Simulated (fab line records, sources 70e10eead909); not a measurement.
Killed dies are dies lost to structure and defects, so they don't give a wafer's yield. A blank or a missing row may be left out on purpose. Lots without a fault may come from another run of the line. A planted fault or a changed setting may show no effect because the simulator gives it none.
fab line records | flow nand_harc
record lots=6 wafers=18 last_day=23
route steps=1159 shown A_M0@1023 A_M1@1026
lots that met no fault: from a run of the same line without faults
start_h: hours from the record's first day to the start of the lot's first wafer shown | wait_h: hours since the lot's step before | " the same as in the row above | L1.1+2: a row that stands for several wafers | - no value, or no start given | * or withheld: withheld | < > ~ a bound
route shown NAME@n: a module of which the file shows steps, and the number in the route of the first | usual: mean/standard deviation of fault-free wafers | same: alike in all rows | chamber/n: place in a boat | sites: the reading at each site | _std_site: their standard deviation | _edge_site: outer sites' mean less inner sites' | radius_mm: how far each site lies from the wafer's centre | mask NAME#n: copy n | behind: the tool/chamber that last shaped the wafer | hold: why the lot was held/for how many hours/how that ended | device: the transistor (n, p or np) that didn't switch | end of line: the same wafers' tests at the end of the route | a step without rows: its recipe alone | killed: dies lost to structure and defects at the first sort, not the wafer's yield | map: a wafer's dies, x killed, . not, _ none there
set.NAME: the setting as run; set.NAME@STEP: as run at that earlier step | model.NAME: the simulator's own value behind a step, which no gauge read
lots at some steps of the route; a table a step, a row a wafer
services: from which hour (start_h, from the record's first day; less than 0 if before it) a tool's chamber was out of use, for how many hours, and why
## steps
# step NHARC_A_M0_INSPECT_27
# usual raw_defect_count=467/150
# columns lot.wafer tool chamber start_h wait_h raw_defect_count
L379.3 defect_inspect-02 - 413.61 0.0 398
L379.4 " - " " 236
L379.5 " - " " 409
L381.2 defect_inspect-01 - 417.94 0.0 628
L381.4 " - " " 590
L381.5 " - " " 359
L385.2 defect_inspect-02 - 464.35 0.0 447
L385.3 " - " " 348
L385.4 " - " " 390
L391.3 defect_inspect-02 - 508.74 0.0 559
L391.5 " - " " 462
L391.6 " - " " 354
L400.2 defect_inspect-01 - 545.57 0.0 348
L400.3 " - " " 366
L400.5 " - " " 434
L402.1 defect_inspect-02 - 546.12 0.0 528
L402.3 " - " " 1330
L402.6 " - " " 392
# step NHARC_A_M0_PRE_CLEAN_31
# recipe time_s=12 temp_c=370 rf_power_w=300 gas=NH3
# usual heater_power_w=616/77
# columns lot.wafer tool chamber start_h wait_h heater_power_w
L379.3 pecvd-04 0 413.71 0.1 418
L379.5 " 1 " " 598
L379.4 " 2 " " 616
L381.2 pecvd-03 1 418.00 0.1 723
L381.4 " 0 " " 521
L381.5 " 1 " " 719
L385.2 pecvd-02 1 464.41 0.1 726
L385.3 " 0 " " 562
L385.4 " 0 " " 561
L391.3 pecvd-03 2 508.80 0.1 730
L391.6 " 2 " " 736
L391.5 " 0 " " 569
L400.3 pecvd-02 0 545.64 0.1 568
L400.2 " 2 " " 577
L400.5 " 2 " " 554
L402.1 pecvd-03 0 546.18 0.1 608
L402.3 " 1 " " 749
L402.6 " 1 " " 746
# step NHARC_A_M0_DEP_32
# recipe target_thk_a=300 temp_c=370 target_thk_nm=30 pressure_torr=3 flow_sccm=200 rf_w=450 material=SiCN
# usual heater_power_w=577/74
# columns lot.wafer tool chamber start_h wait_h heater_power_w
L379.3 pecvd-04 0 413.85 0.1 424
L379.5 " 1 " " 563
L379.4 " 2 " " 532
L381.2 pecvd-03 1 418.12 0.1 674
L381.4 " 0 " " 532
L381.5 " 1 " " 656
L385.2 pecvd-02 1 464.49 0.1 609
L385.3 " 0 " " 499
L385.4 " 0 " " 512
L391.3 pecvd-03 2 508.88 0.1 637
L391.6 " 2 " " 640
L391.5 " 0 " " 531
L400.3 pecvd-02 0 545.72 0.1 534
L400.2 " 2 " " 597
L400.5 " 2 " " 588
L402.1 pecvd-03 0 546.26 0.1 571
L402.3 " 1 " " 658
L402.6 " 1 " " 646
# step NHARC_A_M1_DEP_00
# recipe target_thk_a=1825 target_thk_nm=182.5 temp_c=withheld pressure_torr=5 flow_sccm=200 rf_w=600 material=SiOC
# step NHARC_A_M1_DEHYDRATE_01
# recipe temp_c=150 time_s=120
# step NHARC_A_M1_HMDS_02
# recipe time_s=30
# step NHARC_A_M1_COAT_34
# recipe temp_c=200 time_s=65
# step NHARC_A_M1_COAT_03
# recipe spin_rpm=1500 resist_thk_nm=90
# step NHARC_A_M1_SOFTBAKE_04
# recipe temp_c=105 time_s=55
# step NHARC_A_M1_EBR_05
# step NHARC_A_M1_EXPOSE_06
# recipe na=1.35 target_cd_nm=120 dose_mj=75.13 mask_id=A_M1
# step NHARC_A_M1_PEB_07
# recipe peb_temp_c=100 peb_time_s=65
# step NHARC_A_M1_DEVELOP_08
# recipe develop_time_s=35 dev_temp_c=23
# usual chill_plate_temp_C=22.97/0.097 develop_time_s=35/0 exhaust_pa=44.9/0.87
# columns lot.wafer tool chamber start_h wait_h chill_plate_temp_C develop_time_s exhaust_pa
L379.3 litho_track-04 0 414 - 23.10 35 45.6
L379.4 " 0 " " 23.06 35 44.8
L379.5 " 0 " " 23.03 35 43.7
L381.2 litho_track-04 0 419 - 23.09 35 46.7
L381.4 " 0 " " 22.88 35 45.9
L381.5 " 0 " " 23.10 35 45.9
L385.2 litho_track-01 0 465 - 22.98 35 44.5
L385.3 " 0 " " 23.02 35 45.5
L385.4 " 0 " " 23.01 35 45.6
L391.3 litho_track-01 0 510 - 22.87 35 42.9
L391.5 " 0 " " 22.81 35 43.6
L391.6 " 0 " " 23.06 35 44.3
L400.2 litho_track-04 - 546 - - - -
L400.3 " - " " - - -
L400.5 " - " " - - -
L402.1 litho_track-01 - 547 - - - -
L402.3 " - " " - - -
L402.6 " - " " - - -
# step NHARC_A_M1_CD_MEAS_09
# recipe target_cd_nm=120 landing_energy_ev=500
# usual cd_nm=120.6/0.81
# columns lot.wafer tool chamber start_h wait_h cd_nm
L379.3 cd_sem-03 0 415.02 - 121.4
L379.4 " 0 " " 120.8
L379.5 " 0 " " 118.6
L381.2 cd_sem-03 0 419.49 - 122.0
L381.4 " 0 " " 121.0
L381.5 " 0 " " 119.3
L385.2 cd_sem-02 0 465.61 - 121.1
L385.3 " 0 " " 120.5
L385.4 " 0 " " 120.5
L391.3 cd_sem-02 0 510.16 - 121.5
L391.5 " 0 " " 120.8
L391.6 " 0 " " 121.6
L400.2 cd_sem-03 0 546.84 - -
L400.3 " 0 " " -
L400.5 " 0 " " -
L402.1 cd_sem-03 0 547.51 - -
L402.3 " 0 " " -
L402.6 " 0 " " -
## services
# columns tool chamber start_h hours kind
pecvd-03 2 415.73 9.6 repair
litho_track-01 - 443.00 7.0 pm
pecvd-03 - 473.17 13.0 pm
pecvd-03 0 473.17 13.0 vent_cycle
pecvd-03 1 473.17 13.0 vent_cycle
pecvd-03 2 473.17 13.0 vent_cycle
pecvd-03 0 486.17 - clean
pecvd-03 1 486.17 - clean
pecvd-03 2 486.17 - clean
litho_track-04 - 491.00 7.0 pm
pecvd-02 - 515.30 13.0 pm
pecvd-02 0 515.30 13.0 vent_cycle
pecvd-02 1 515.30 13.0 vent_cycle
pecvd-02 2 515.30 13.0 vent_cycle
pecvd-02 0 528.30 - clean
pecvd-02 1 528.30 - clean
pecvd-02 2 528.30 - clean
## key
first_sign step=NHARC_A_M1_DEVELOP_08 reading=tool_record direction=missing
effect none on later readings
met_at NHARC_A_M1_DEVELOP_08
struck_wafers L400.2,L400.3,L400.5,L402.1,L402.3,L402.6
later_rows_left_out L400.2,L400.3,L400.5,L402.1,L402.3,L402.6
sort_left_out L400.2,L400.3,L400.5,L402.1,L402.3,L402.6
onset_between 510 546
fault kind=skipped_step_whole tool=litho_track-01,litho_track-04 chamber=- onset_h=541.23 steps=NHARC_A_M1_DEVELOP_08 scope=struck_lots_only
# sort_left_out: the simulated sort isn't trusted on such a fault, so these wafers' sort isn't shown, and their yield isn't known
# later_rows_left_out: the simulator's readings of these wafers behind a module that went badly wrong aren't trusted and aren't shown, but for the sort
